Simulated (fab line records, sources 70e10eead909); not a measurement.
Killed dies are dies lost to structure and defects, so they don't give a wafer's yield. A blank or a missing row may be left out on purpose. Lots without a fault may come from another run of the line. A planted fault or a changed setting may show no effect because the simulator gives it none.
Chamber matching | flow nand_harc | NHARC_P_M2_STRIP_18 on rie_diel-08: 4 sister chambers
The step strips in N2/H2. 8 wafers are shown with their chamber, then 12 later ones without.

WAFERS WITH THEIR CHAMBER
wafer  | chamber | drypump_motor_current_A (A) | rf_vpp_V (V)
L088.3 | 1       | 5.82                        | 88.8
L090.3 | 0       | 6.47                        | 91.3
L090.4 | 1       | 5.79                        | 89.6
L091.1 | 0       | 6.45                        | 90.0
L091.2 | 2       | 6.16                        | 90.8
L093.2 | 2       | 6.17                        | 91.2
L093.4 | 3       | 5.72                        | 92.7
L093.6 | 3       | 5.71                        | 90.1

WAFERS WITHOUT THEIR CHAMBER
wafer  | drypump_motor_current_A (A) | rf_vpp_V (V)
L094.3 | 6.46                        | 90.9
L094.4 | 5.78                        | 91.3
L094.6 | 6.46                        | 90.7
L095.1 | 6.11                        | 93.3
L095.2 | 6.55                        | 89.8
L095.3 | 5.81                        | 90.4
L096.1 | 5.81                        | 90.5
L096.3 | 6.54                        | 91.3
L096.4 | 5.83                        | 89.9
L097.1 | 5.73                        | 91.5
L097.4 | 5.82                        | 90.1
L097.5 | 5.80                        | 90.5

WHICH CHAMBER EACH WENT THROUGH
wafer  | from the rows above | in truth
L094.3 | 0                   | 0
L094.4 | 1                   | 1
L094.6 | 0                   | 0
L095.1 | 2                   | 2
L095.2 | 0                   | 0
L095.3 | 1                   | 1
L096.1 | 1                   | 1
L096.3 | 0                   | 0
L096.4 | 1                   | 1
L097.1 | 3                   | 3
L097.4 | 1                   | 1
L097.5 | 1                   | 1
Placed correctly: 12 of 12. Can't be placed from these rows: 0. Placed wrongly: 0.
How it was worked out, from the rows above alone: a wafer's distance from a chamber is the root of the sum, over the readings, of the square of ((its reading less the chamber's mean) divided by the reading's scatter). The wafer belongs to the nearest chamber; if the next one is less than 2 further off, it can't be placed. A chamber's mean is the mean of its shown wafers. The scatter: the root of (the sum of the squares of (reading less its chamber's mean) over the shown wafers, divided by (wafers less chambers)).
